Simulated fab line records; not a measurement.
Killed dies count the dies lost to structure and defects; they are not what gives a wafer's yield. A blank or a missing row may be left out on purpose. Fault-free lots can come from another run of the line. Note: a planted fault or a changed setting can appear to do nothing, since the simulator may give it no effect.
fab line records	flow n5_finfet
[record] lots = 11	wafers = 33	last_day = 17
route steps=1938 shown SDB@358 HKMG_FIN@388
lots with no fault: from the same line, run without faults
start_h: start of the lot's first displayed wafer, in hours after the record's first day	wait_h: how many hours have passed since the lot's step before this one	" the same as in the row above	L1.1+2: one row covering several wafers at once	- no value present, or no start provided	* or withheld: withheld	< > ~ a bound
route shown NAME@n: a module of which the file shows steps, and the number in the route of the first	usual: mean/standard deviation of fault-free wafers	same: alike in all rows	chamber/n: place in a boat	sites: each site's reading	_std_site: the standard deviation of these	_edge_site: inner sites' mean taken away from outer sites' mean	radius_mm: for every site, how far away it sits from the centre of the wafer	mask NAME#n: copy n	behind: the tool/chamber that last shaped the wafer	hold: the reason the lot was held/the length of the hold in hours/how it ended	device: the n, p or np transistor that did not switch	end of line: tests of these same wafers at the route's end	step lacking rows: just its recipe	killed: count of dies lost to structure and defects at first sort (not the wafer's yield)	map: a wafer's dies, marking killed ones x, the rest . and places with no die _
set.NAME: the setting the step ran with; set.NAME@STEP: the setting that earlier step ran with	model.NAME: the simulator's own value behind a step, which no gauge read
a sample of lots followed through the steps of the route, with each step as a table and each wafer as a row
services: when a tool's chamber went out of use (start_h, in hours from the record's first day, below 0 if earlier), for how many hours, and the reason
[[steps]]
[step N5_SDB_INSPECT_13]
[recipe] mode = adi	inspect_instrument = brightfield
[usual] raw_defect_count = 64/27
lot.wafer	tool	chamber	start_h	wait_h	raw_defect_count
L558.1	defect_inspect-02	-	70.37	0.0	76
L558.4	"	-	"	"	52
L558.5	"	-	"	"	93
L559.2	defect_inspect-01	-	78.06	0.0	37
L559.3	"	-	"	"	51
L559.6	"	-	"	"	73
L561.1	defect_inspect-02	-	94.94	0.0	96
L561.3	"	-	"	"	44
L561.5	"	-	"	"	94
L563.1	defect_inspect-02	-	104.14	0.0	33
L563.4	"	-	"	"	29
L563.6	"	-	"	"	34
L565.2	defect_inspect-02	-	113.07	0.0	90
L565.3	"	-	"	"	60
L565.6	"	-	"	"	54
L566.1	defect_inspect-02	-	119.75	0.0	63
L566.2	"	-	"	"	39
L566.4	"	-	"	"	103
L572.3	defect_inspect-02	-	156.71	0.0	58
L572.5	"	-	"	"	31
L572.6	"	-	"	"	39
L575.1	defect_inspect-02	-	179.54	0.0	53
L575.4	"	-	"	"	31
L575.6	"	-	"	"	54
L578.1	defect_inspect-02	-	196.66	0.0	67
L578.2	"	-	"	"	136
L578.4	"	-	"	"	172
L579.2	defect_inspect-01	-	201.91	0.0	40
L579.4	"	-	"	"	29
L579.5	"	-	"	"	40
L580.1	defect_inspect-02	-	204.93	0.0	66
L580.2	"	-	"	"	58
L580.5	"	-	"	"	91
[step N5_SDB_STRIP_21]
[recipe] chemistry = CF4	resist = SiARC	power_w = 300	bias_power_w = 75	pressure_mtorr = 50	cf4_flow_sccm = 150	rf_frequency_hz = 6e+07
[usual] drypump_motor_current_A = 5.6/0.57	oes_product_au = 0.81/0.09	rf_vpp_V = 271.2/1.4	showerhead_plenum_p_Torr = 1.80/0.05	throttle_valve_pct = 13.51/0.24
lot.wafer	tool	chamber	start_h	wait_h	drypump_motor_current_A	oes_product_au	rf_hours_counter_h	rf_vpp_V	showerhead_plenum_p_Torr	throttle_valve_pct
L558.1	rie_diel-06	0	70.61	0.0	5.8	0.73	166	271.7	1.79	13.55
L558.4	"	3	"	"	5.0	0.74	185	271.1	1.79	13.75
L558.5	"	2	"	"	6.1	0.93	-	269.2	1.76	13.30
L559.2	rie_diel-04	1	78.30	0.0	5.5	0.74	166	270.3	1.78	13.63
L559.3	"	0	"	"	6.3	0.88	20	271.9	1.83	13.01
L559.6	"	0	"	"	6.2	0.88	-	272.5	1.83	13.00
L561.1	rie_diel-06	2	95.19	0.0	6.1	0.90	11	269.8	1.76	13.32
L561.3	"	1	"	"	5.3	0.68	246	272.4	1.83	13.99
L561.5	"	2	"	"	6.1	0.90	-	271.3	1.76	13.32
L563.1	rie_diel-06	0	104.55	0.0	5.8	0.73	176	270.7	1.78	13.58
L563.4	"	2	"	"	6.1	0.90	14	269.6	1.75	13.34
L563.6	"	0	"	"	5.8	0.72	-	270.8	1.78	13.59
L565.2	rie_diel-02	0	113.31	0.0	5.0	0.68	233	269.5	1.70	13.87
L565.3	"	3	"	"	5.9	0.92	20	273.4	1.91	13.25
L565.6	"	2	"	"	5.0	0.81	-	271.8	1.81	13.67
L566.1	rie_diel-06	3	120.10	0.0	5.0	0.73	202	271.2	1.78	13.79
L566.2	"	2	"	"	6.1	0.88	20	270.7	1.75	13.37
L566.4	"	3	"	"	5.0	0.72	-	271.5	1.78	13.78
L572.3	rie_diel-06	3	157.18	0.0	5.0	0.72	216	272.1	1.78	13.81
L572.5	"	2	"	"	6.1	0.86	-	268.6	1.75	13.37
L572.6	"	3	"	"	5.0	0.72	-	271.1	1.78	13.82
L575.1	rie_diel-04	2	179.99	0.0	5.2	0.88	43	272.6	1.82	13.26
L575.4	"	1	"	"	5.5	0.71	200	269.8	1.77	13.72
L575.6	"	1	"	"	5.5	0.71	-	270.0	1.77	13.71
L578.1	rie_diel-02	0	196.91	0.0	5.0	0.93	7	273.5	1.91	13.36
L578.2	"	2	"	"	5.0	0.78	111	272.6	1.81	13.72
L578.4	"	2	"	"	4.9	0.78	-	271.0	1.81	13.73
L579.2	rie_diel-02	2	202.17	0.0	4.9	0.77	113	271.0	1.80	13.74
L579.4	"	0	"	"	5.0	0.92	9	272.7	1.90	13.37
L579.5	"	1	"	"	6.7	0.89	-	269.6	1.75	13.29
L580.1	rie_diel-06	2	205.17	0.0	6.1	0.83	52	271.3	1.74	13.42
L580.2	"	1	"	"	5.3	0.88	21	273.2	1.83	13.45
L580.5	"	0	"	"	5.8	0.70	-	269.6	1.77	13.66
[step N5_SDB_CMP_30]
[recipe] stop_on = poly-Si	t_overpolish_s = 1.54	post_cmp_clean = alkaline_brush	down_force_psi = 4.1491	platen_rpm = 51.796	pad_velocity_m_s = 1.0306	target_thk_nm = 30
[usual] motor_current_A = 13.0/1.4	overpolish_run_s = 1.540/0.0095	platen_rpm = 51.80/0.034	slurry_flow_ml_min = 149.9/0.51	time_to_endpoint_s = 17.3/1.9
lot.wafer	tool	chamber	start_h	wait_h	motor_current_A	overpolish_run_s	platen_rpm	slurry_flow_ml_min	time_to_endpoint_s
L558.1	cmp-04	2	74.02	1.5	13.3	1.543	51.80	149.6	18.4
L558.4	"	3	"	"	13.5	1.530	51.81	150.0	18.0
L558.5	"	0	"	"	11.8	1.532	51.75	150.5	18.3
L559.3	cmp-02	2	82.27	1.4	12.4	1.535	51.78	149.1	17.5
L559.2	"	3	"	"	15.8	1.540	51.79	149.5	16.9
L559.6	"	1	"	"	12.9	1.543	51.83	149.8	17.7
L561.3	cmp-02	1	98.58	1.5	12.7	1.535	51.79	148.8	14.1
L561.1	"	2	"	"	12.9	1.530	51.81	149.9	16.6
L561.5	"	0	"	"	14.4	1.540	51.85	149.4	17.9
L563.4	cmp-01	3	108.45	1.4	12.4	1.547	51.83	149.0	20.3
L563.1	"	0	"	"	12.9	1.542	51.76	149.7	17.6
L563.6	"	3	"	"	11.8	1.546	51.79	149.3	22.8
L565.3	cmp-01	1	116.88	1.5	13.4	1.535	51.80	149.9	16.7
L565.2	"	2	"	"	10.9	1.537	49.77	149.3	15.7
L565.6	"	0	"	"	11.7	1.542	51.79	149.9	18.1
L566.1	cmp-01	1	123.51	1.4	13.1	1.551	51.79	150.3	16.4
L566.2	"	2	"	"	11.0	1.540	49.73	150.6	16.1
L566.4	"	3	"	"	12.1	1.542	51.78	150.2	18.0
L572.3	cmp-02	3	161.41	1.4	15.4	1.523	51.79	149.9	15.6
L572.5	"	3	"	"	16.5	1.546	51.83	150.0	15.6
L572.6	"	0	"	"	14.5	1.545	51.76	148.9	17.4
L575.1	cmp-04	2	183.35	1.4	12.9	1.522	51.72	149.4	16.5
L575.4	"	0	"	"	12.0	1.531	51.74	150.1	16.6
L575.6	"	2	"	"	13.2	1.536	51.74	149.9	14.2
L578.4	cmp-01	3	200.22	0.0	11.5	1.535	51.83	149.3	16.7
L578.1	"	1	"	"	13.3	1.545	51.82	150.0	16.2
L578.2	"	2	"	"	10.8	1.536	51.78	150.1	12.8
L579.2	cmp-02	3	206.57	1.4	15.0	1.535	51.78	149.9	16.6
L579.4	"	0	"	"	14.3	1.538	51.78	149.7	17.1
L579.5	"	2	"	"	13.0	1.548	51.79	150.7	18.6
L580.1	cmp-04	0	208.53	1.4	12.4	1.519	51.77	150.5	17.7
L580.2	"	2	"	"	13.3	1.533	51.83	149.5	19.7
L580.5	"	3	"	"	12.5	1.561	51.74	150.3	16.6
[step N5_HKMG_FIN_ALD_74]
[recipe] material = La2O3	target_thk_a = 5	temp_c = 250	ald_precursor_family = La-Cp	ald_co_reactant = O3	pulse_time_s = 6	co_reactant_pulse_time_s = 1	purge_time_s = 3	co_reactant_purge_time_s = 3
[usual] heater_power_w = 340/36	precursor_pulse_height_rel = 0.999/0.019
lot.wafer	tool	chamber	start_h	wait_h	heater_power_w	precursor_pulse_height_rel	since_wet_clean_h
L558.1	ald_hk-02	1	75.55	0.2	343	0.970	46
L558.4	"	3	"	"	293	0.979	46
L558.5	"	0	"	"	307	0.986	-
L559.2	ald_hk-02	3	83.78	0.2	296	1.000	54
L559.3	"	1	"	"	347	1.000	54
L559.6	"	0	"	"	315	1.009	-
L561.1	ald_hk-03	3	99.90	0.2	391	1.009	980
L561.3	"	0	"	"	291	1.016	980
L561.5	"	3	"	"	392	1.008	-
L563.1	ald_hk-01	3	110.03	0.2	314	0.981	1886
L563.4	"	0	"	"	357	0.983	1886
L563.6	"	2	"	"	360	1.001	-
L565.2	ald_hk-03	0	118.27	0.2	282	1.017	998
L565.3	"	1	"	"	372	0.990	998
L565.6	"	2	"	"	365	1.018	-
L566.1	ald_hk-03	1	125.06	0.2	363	1.024	1005
L566.2	"	3	"	"	386	0.967	1005
L566.4	"	2	"	"	363	0.968	1005
L572.3	ald_hk-02	2	162.81	0.1	310	1.017	133
L572.5	"	3	"	"	291	0.994	-
L572.6	"	0	"	"	300	1.016	-
L575.1	ald_hk-03	0	184.62	0.2	300	1.007	1065
L575.4	"	1	"	"	359	0.994	1065
L575.6	"	2	"	"	368	1.023	-
L578.1	ald_hk-03	0	201.55	0.2	289	1.028	1082
L578.2	"	3	"	"	395	0.966	1082
L578.4	"	2	"	"	366	0.999	1082
L579.2	ald_hk-03	3	208.17	0.2	396	0.990	1088
L579.4	"	0	"	"	295	1.010	1088
L579.5	"	2	"	"	370	1.030	-
L580.1	ald_hk-01	3	209.89	0.2	321	1.005	1986
L580.2	"	2	"	"	355	1.003	1986
L580.5	"	0	"	"	363	1.016	-
[[services]]
tool	chamber	start_h	hours	kind
rie_diel-06	-	60.80	0.3	repair
ald_hk-03	-	79.78	2.8	pm
cmp-01	-	86.56	0.9	repair
ald_hk-02	-	90.93	2.8	pm
cmp-01	-	96.03	3.6	repair
rie_diel-06	1	107.30	-	clean
rie_diel-06	1	107.30	-	consumable_replace:focus_ring
rie_diel-06	1	107.30	20.1	scheduled_down
rie_diel-06	1	107.30	20.1	vent_cycle
rie_diel-04	1	107.47	3.4	repair
cmp-01	-	129.65	4.0	pm
cmp-01	-	133.65	-	consumable_replace:conditioner
cmp-01	-	133.65	-	consumable_replace:pad
cmp-01	-	137.34	3.7	repair
cmp-02	-	144.15	2.5	repair
cmp-04	-	145.72	5.4	pm
rie_diel-06	-	153.59	1.2	repair
cmp-04	-	153.98	1.3	repair
cmp-02	-	156.20	0.8	repair
cmp-01	-	167.41	5.2	pm
cmp-01	-	173.97	1.1	repair
rie_diel-06	1	175.24	16.7	repair
ald_hk-01	-	181.53	1.6	repair
rie_diel-02	3	196.56	2.4	repair
[[key]]
[first_sign] step = N5_SDB_CMP_30	reading = platen_rpm	direction = down	sigmas = 61	usual = 51.80	struck = 49.75
effect none on later readings
met_at N5_SDB_CMP_30
struck_lots L565,L566
struck_wafers L565.2,L566.2
tester_left_out L565,L566
not_acting_at N5_SDB_INSPECT_13,N5_SDB_STRIP_21,N5_HKMG_FIN_ALD_74
[fault] kind = process_parameter_drift	tool = cmp-01	chamber = 2	onset_h = 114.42	steps = N5_SDB_CMP_30	channel = platen_rpm	offset = -2.0718	shape = step	end_h = 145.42	acts_in = these_recipes_only	stated = 51.796
// tester_left_out: of these lots the tester's yield and bins aren't shown, on N5 and GAA mostly nor the transistor test; their killed dies are dies lost to structure and defects alone, not to doping, threshold or leakage, so they don't give the yield
